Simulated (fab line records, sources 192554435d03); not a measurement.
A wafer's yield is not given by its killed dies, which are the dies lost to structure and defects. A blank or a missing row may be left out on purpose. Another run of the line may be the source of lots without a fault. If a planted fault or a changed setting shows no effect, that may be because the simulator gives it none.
A lot that was struck, set against a sound lot :: flow n5 finfet :: 26 out of 1938 route steps
Sound: these wafers, L192.2, L192.4, L192.5. Wafers struck: L199.1, L199.3, L199.5. The cause comes at the end.
At each step with rows: each side's tool, then ch and its chambers, then its first start. Under that, the readings that differ: sound wafers :: struck wafers :: difference of the means :: sigmas: that difference in standard deviations of wafers without a fault.
alike: same words and numbers on both sides, and readings whose means sit less than 2 such deviations apart. not compared: any withheld reading, any reading some wafer has no value for, any bound like >300 that may hide the same value, and any number with overlapping values for which the record gives no deviation.
The two part at a step that has a row with sigmas, a row that says differs or no value, or rows on one side only. Numbers that don't overlap but have no deviation are shown without sigmas and don't part them. Lack of a reading on every wafer of one side parts them only where that side has two or more wafers.

first, 7 steps without rows for these wafers: N5_BEOL_M0_SAQP_COAT_82 (time 60 s, resist thk 30 nm); N5_BEOL_M0_SAQP_COAT_08 (resist thk 90 nm); N5_BEOL_M0_SAQP_EBR_10; N5_BEOL_M0_SAQP_SOFTBAKE_09 (time 60 s); N5_BEOL_M0_SAQP_EXPOSE_11 (exposes mask M0 CORE, target cd 42 nm); N5_BEOL_M0_SAQP_PEB_12 (peb time 60 s); N5_BEOL_M0_SAQP_DEVELOP_13 (develop time 30 s).
N5_BEOL_M0_SAQP_CD_MEAS_14: the cd target is 42.5 nm.
  sound on cd sem-02 ch 0, day 7 04:57; struck on cd sem-02 ch 0, day 9 00:17
  alike: cd nm
N5_BEOL_M0_SAQP_OVL_MEAS_15:
  sound on overlay-02 ch 0, day 7 04:59; struck on overlay-01 ch 0, day 9 00:19
  alike: M0_CORE_OVL
N5_BEOL_M0_SAQP_INSPECT_16: inspects for defects (brightfield).
  sound on defect inspect-02, day 7 05:01; struck on defect inspect-02, day 9 00:21
  alike: raw defect count
N5_BEOL_M0_SAQP_DESCUM_19: chemistry O2, time 7.9 s.
  sound on rie diel-06 ch 1,3, day 7 05:06; struck on rie diel-05 ch 0,2,3, day 9 00:23
  alike: bias power w, chamber pressure mTorr, drypump motor current A, oes product au, rf vpp V, showerhead plenum p Torr, throttle valve pct
  not compared: rf hours counter h
N5_BEOL_M0_SAQP_ETCH_83: etches SiARC in CF4, target depth 39 nm, time 65 s.
  sound on rie diel-06 ch 1,3, day 7 05:08; struck on rie diel-05 ch 0,2,3, day 9 00:25
  alike: bias w, cf4 flow sccm, chamber pressure mTorr, drypump motor current A, etch rf on time s, oes product au, rf vpp V, showerhead plenum p Torr, throttle valve pct
  not compared: rf hours counter h
N5_BEOL_M0_SAQP_ETCH_84: etches SOC in N2/H2, target depth 100 nm, overetch 20 nm, time 150 s.
  sound on rie diel-06 ch 1,3, day 7 05:11; struck on rie diel-05 ch 0,2,3, day 9 00:28
  no value came back on the struck wafers for any of 8 readings (bias w (W), chamber pressure mTorr (mTorr) and others); on the sound wafers bias w (W) reads 149.4 149.0 149.9
reading: model.CAR-ArF_of_BEOL_M0_SAQP_COAT_08.thk nm (nm)
sound: 0 0 0
struck: 55.4 55.2 55.6
difference: +55.4
sigmas: 

reading: model.SiARC_of_BEOL_M0_SAQP_COAT_82.thk nm (nm)
sound: 24.2 24.2 24
struck: 30 30 30
difference: +6
sigmas: 
  not compared: rf hours counter h
then, 1 step without rows for these wafers: N5_BEOL_M0_SAQP_STRIP_80 (strips in N2/H2).
N5_BEOL_M0_SAQP_HM_OPEN_112: chemistry CHF3/O2, target SiO2, stops on a-Si, target depth 12 nm, time 13.5 s.
  sound on rie diel-06 ch 1,3, day 7 05:17; struck on rie diel-05 ch 0,2,3, day 9 00:34
reading: oes product au (a.u.)
sound: 0.49 0.59 0.60
struck: 0.32 0.29 0.33
difference: -0.25
sigmas: -5

reading: model.SiARC_of_BEOL_M0_SAQP_COAT_82.thk nm (nm)
sound: 5.2 4.6 4.6
struck: 9.8 9.8 10.6
difference: +5.3
sigmas: 
  alike: CHF3_flow_sccm, chamber pressure mTorr, drypump motor current A, rf vpp V, showerhead plenum p Torr, throttle valve pct
  not compared: rf hours counter h
then, 1 step without rows for these wafers: N5_BEOL_M0_SAQP_STRIP_113 (strips in CHF3/O2).
N5_BEOL_M0_SAQP_MANDREL_ETCH_20: etches a-Si in HBr/Cl2, stops on SiNx, target depth 60 nm, bt time 10 s, time 30 s.
  sound on rie si-04 ch 2,3, day 7 05:23; struck on rie si-01 ch 0,1,3, day 9 00:40
reading: oes product au (a.u.)
sound: 0.762 0.774 0.777
struck: 0.327 0.321 0.325
difference: -0.447
sigmas: -37
  alike: HBr_flow_sccm, bias w, chamber pressure mTorr, drypump motor current A, he backside leak sccm, throttle valve pct
  not compared: rf hours counter h
N5_BEOL_M0_SAQP_STRIP_86: strips in N2/H2.
  sound on rie diel-06 ch 1,2,3, day 7 05:32; struck on rie diel-06 ch 1,3, day 9 00:47
  alike: bias power w, chamber pressure mTorr, drypump motor current A, oes product au, rf vpp V, showerhead plenum p Torr, throttle valve pct
  not compared: rf hours counter h
then, 3 steps without rows for these wafers: N5_BEOL_M0_SAQP_STRIP_115 (strips in post etch residue remover, time 60 s); N5_BEOL_M0_SAQP_SRD_93 (time 30 s); N5_BEOL_M0_SAQP_RECESS_114 (chemistry HF/NH3, target SiO2, target depth 14.4 nm, afs cycles 3, sublimation time 60 s).
N5_BEOL_M0_SAQP_SPACER1_ALD_98: deposits SiO2, target thk 12.8 nm, pulse time 1 s, purge time 2 s.
  sound on ald sin-01 ch 0,2,3, day 7 06:02; struck on ald sin-01 ch 1,2,3, day 9 01:18
  alike: chamber pressure Torr, heater power w, precursor pulse height rel
N5_BEOL_M0_SAQP_MANDREL1_REMOVE_100: chemistry HBr/Cl2/O2, target a-Si, stops on SiNx, bt time 10 s.
  sound on rie si-06 ch 0,3, day 7 06:36; struck on rie si-06 ch 0,1,2, day 9 01:52
reading: oes product au (a.u.)
sound: 1.027 1.030 1.014
struck: 0.380 0.370 0.385
difference: -0.645
sigmas: -43
  alike: chamber pressure mTorr, drypump motor current A, he backside leak sccm, throttle valve pct
  not compared: rf hours counter h
N5_BEOL_M0_SAQP_CD_MEAS_25: the cd target is 13.1 nm.
  sound on cd sem-01 ch 0, day 7 06:43; struck on cd sem-01 ch 0, day 9 01:58
reading: cd nm (nm)
sound: 12.71 12.65 12.79
struck: - - -
difference: no value on the struck wafers
sigmas: 
N5_BEOL_M0_SAQP_ETCH_101: etches SiNx in CH3F/O2, target depth 29.9 nm, time 42.7 s.
  sound on rie diel-05 ch 0,3, day 7 06:47; struck on rie diel-05 ch 2,3, day 9 02:10
  alike: CH3F_flow_sccm, O2_flow_sccm, chamber pressure mTorr, drypump motor current A, oes product au, rf vpp V, showerhead plenum p Torr, throttle valve pct
  not compared: rf hours counter h
N5_BEOL_M4_RC_MEAS_101:
  the record has rows for the sound wafers here (prober-02 ch 0, day 9 20:43) and none for the struck ones

## WHERE THEY PART
Earliest at N5_BEOL_M0_SAQP_ETCH_84; latest, in this record, at N5_BEOL_M4_RC_MEAS_101.

WHY: the cause the simulator had injected
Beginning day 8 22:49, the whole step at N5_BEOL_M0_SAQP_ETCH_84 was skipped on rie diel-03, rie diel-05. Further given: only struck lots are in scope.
